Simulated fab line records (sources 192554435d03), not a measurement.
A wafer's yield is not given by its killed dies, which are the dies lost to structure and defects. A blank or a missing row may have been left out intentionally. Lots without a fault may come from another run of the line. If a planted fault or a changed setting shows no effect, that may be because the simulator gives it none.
fab line records / flow n5Finfet
record lots=7 wafers=21
route steps=1938 shown PASSIVATION@1921
startH: the number of hours between the record's first day and the start of the first shown wafer of the lot / waitH: time in hours since the lot's previous step / " as in the row above / L1.1+2: a row that stands for several wafers / - no value, or no start given / * or withheld: withheld / < > ~ a bound
route shown NAME@n: names a module that has steps shown in the file, with the first one's number in the route / usual: mean/standard deviation taken from wafers without a fault / same: alike in all rows / chamber/n: place in a boat / sites: each site's reading / _std_site: how widely they spread, as a standard deviation / _edge_site: outer sites' mean less inner sites' / radiusMm: how far each site lies from the wafer's centre / mask NAME#n: copy n / behind: the most recent tool/chamber to have shaped the wafer / hold: cause of the lot's hold/its duration in hours/its outcome / device: transistor that didn't switch, given as n, p or np / end of line: the same wafers' tests at the end of the route / a step given without rows: its recipe and nothing more / killed: dies that structure and defects cost at the first sort, which is not the same as the wafer's yield / map: per-die view of a wafer (x killed, . not killed, _ where there is no die)
set.NAME: the run value of the setting; set.NAME@STEP: its run value at that earlier step / model.NAME: the simulator's own value behind a step, which no gauge read
one table per step and one row per wafer, for lots whose settings were changed on purpose
## steps
# step N5_PASSIVATION_EXPOSE_41
# recipe maskId=PASS_OPEN na=0.55 defocusNm=0 sourceShape=conventional sigmaOuter=0.8 polarization=unpolarized targetCdNm=40000 doseMj=57.25
lot.wafer=L075.1+5 tool=krfScanner-02 chamber=0 startH=276.98 waitH=- mask=PASS_OPEN#0 set.doseMj=60.93
lot.wafer=L075.4 tool=krfScanner-02 chamber=0 startH=276.98 waitH=- mask=PASS_OPEN#0 set.doseMj=57.25
lot.wafer=L080.3+4 tool=krfScanner-01 chamber=0 startH=325.99 waitH=- mask=PASS_OPEN#0 set.doseMj=57.25
lot.wafer=L080.6 tool=krfScanner-01 chamber=0 startH=325.99 waitH=- mask=PASS_OPEN#0 set.doseMj=60.73
lot.wafer=L085.4 tool=krfScanner-02 chamber=0 startH=341.14 waitH=- mask=PASS_OPEN#0 set.doseMj=57.25
lot.wafer=L085.5+6 tool=krfScanner-02 chamber=0 startH=341.14 waitH=- mask=PASS_OPEN#0 set.doseMj=54.08
lot.wafer=L083.3+5+6 tool=krfScanner-02 chamber=0 startH=347.59 waitH=- mask=PASS_OPEN#0 set.doseMj=57.25
lot.wafer=L084.1+2+5 tool=krfScanner-01 chamber=0 startH=353.24 waitH=- mask=PASS_OPEN#0 set.doseMj=57.25
lot.wafer=L090.2+3+6 tool=krfScanner-01 chamber=0 startH=378.11 waitH=- mask=PASS_OPEN#0 set.doseMj=57.25
lot.wafer=L092.1 tool=krfScanner-02 chamber=0 startH=385.85 waitH=- mask=PASS_OPEN#0 set.doseMj=55.24
lot.wafer=L092.2+4 tool=krfScanner-02 chamber=0 startH=385.85 waitH=- mask=PASS_OPEN#0 set.doseMj=57.25
# step N5_PASSIVATION_PEB_42
# recipe pebTempC=withheld pebTimeS=*
# step N5_PASSIVATION_DEVELOP_43
# recipe developTimeS=60 rinseLiquid=diw dry=airSpin devTempC=21
# step N5_PASSIVATION_HARDBAKE_45
# recipe tempC=130 timeS=120
# step N5_PASSIVATION_CD_MEAS_44
# recipe targetCdNm=40000 landingEnergyEv=500 detector=seInlens
# usual cdNm=39999/3.7
lot.wafer=L075.1 tool=cdSem-02 chamber=0 startH=277.16 waitH=- set.doseMj@PASSIVATION_EXPOSE_41=60.93 cdNm=40023
lot.wafer=L075.4 tool=cdSem-02 chamber=0 startH=277.16 waitH=- set.doseMj@PASSIVATION_EXPOSE_41=57.25 cdNm=40000
lot.wafer=L075.5 tool=cdSem-02 chamber=0 startH=277.16 waitH=- set.doseMj@PASSIVATION_EXPOSE_41=60.93 cdNm=40027
lot.wafer=L080.3 tool=cdSem-02 chamber=0 startH=326.16 waitH=- set.doseMj@PASSIVATION_EXPOSE_41=57.25 cdNm=40009
lot.wafer=L080.4 tool=cdSem-02 chamber=0 startH=326.16 waitH=- set.doseMj@PASSIVATION_EXPOSE_41=57.25 cdNm=40004
lot.wafer=L080.6 tool=cdSem-02 chamber=0 startH=326.16 waitH=- set.doseMj@PASSIVATION_EXPOSE_41=60.73 cdNm=40027
lot.wafer=L085.4 tool=cdSem-01 chamber=0 startH=341.30 waitH=- set.doseMj@PASSIVATION_EXPOSE_41=57.25 cdNm=39997
lot.wafer=L085.5 tool=cdSem-01 chamber=0 startH=341.30 waitH=- set.doseMj@PASSIVATION_EXPOSE_41=54.08 cdNm=39977
lot.wafer=L085.6 tool=cdSem-01 chamber=0 startH=341.30 waitH=- set.doseMj@PASSIVATION_EXPOSE_41=54.08 cdNm=39976
lot.wafer=L083.3 tool=cdSem-03 chamber=0 startH=347.76 waitH=- set.doseMj@PASSIVATION_EXPOSE_41=57.25 cdNm=39995
lot.wafer=L083.5 tool=cdSem-03 chamber=0 startH=347.76 waitH=- set.doseMj@PASSIVATION_EXPOSE_41=57.25 cdNm=40002
lot.wafer=L083.6 tool=cdSem-03 chamber=0 startH=347.76 waitH=- set.doseMj@PASSIVATION_EXPOSE_41=57.25 cdNm=39998
lot.wafer=L084.1 tool=cdSem-01 chamber=0 startH=353.42 waitH=- set.doseMj@PASSIVATION_EXPOSE_41=57.25 cdNm=40000
lot.wafer=L084.2 tool=cdSem-01 chamber=0 startH=353.42 waitH=- set.doseMj@PASSIVATION_EXPOSE_41=57.25 cdNm=39999
lot.wafer=L084.5 tool=cdSem-01 chamber=0 startH=353.42 waitH=- set.doseMj@PASSIVATION_EXPOSE_41=57.25 cdNm=39999
lot.wafer=L090.2 tool=cdSem-01 chamber=0 startH=378.29 waitH=- set.doseMj@PASSIVATION_EXPOSE_41=57.25 cdNm=39996
lot.wafer=L090.3 tool=cdSem-01 chamber=0 startH=378.29 waitH=- set.doseMj@PASSIVATION_EXPOSE_41=57.25 cdNm=40004
lot.wafer=L090.6 tool=cdSem-01 chamber=0 startH=378.29 waitH=- set.doseMj@PASSIVATION_EXPOSE_41=57.25 cdNm=40002
lot.wafer=L092.1 tool=cdSem-02 chamber=0 startH=386.03 waitH=- set.doseMj@PASSIVATION_EXPOSE_41=55.24 cdNm=39984
lot.wafer=L092.2 tool=cdSem-02 chamber=0 startH=386.03 waitH=- set.doseMj@PASSIVATION_EXPOSE_41=57.25 cdNm=39991
lot.wafer=L092.4 tool=cdSem-02 chamber=0 startH=386.03 waitH=- set.doseMj@PASSIVATION_EXPOSE_41=57.25 cdNm=39995
## key
split step=N5_PASSIVATION_EXPOSE_41 setting=doseMj stated=57.25 by=wafer
response step=N5_PASSIVATION_CD_MEAS_44 reading=cdNm change=+3.57 per=1% r=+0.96
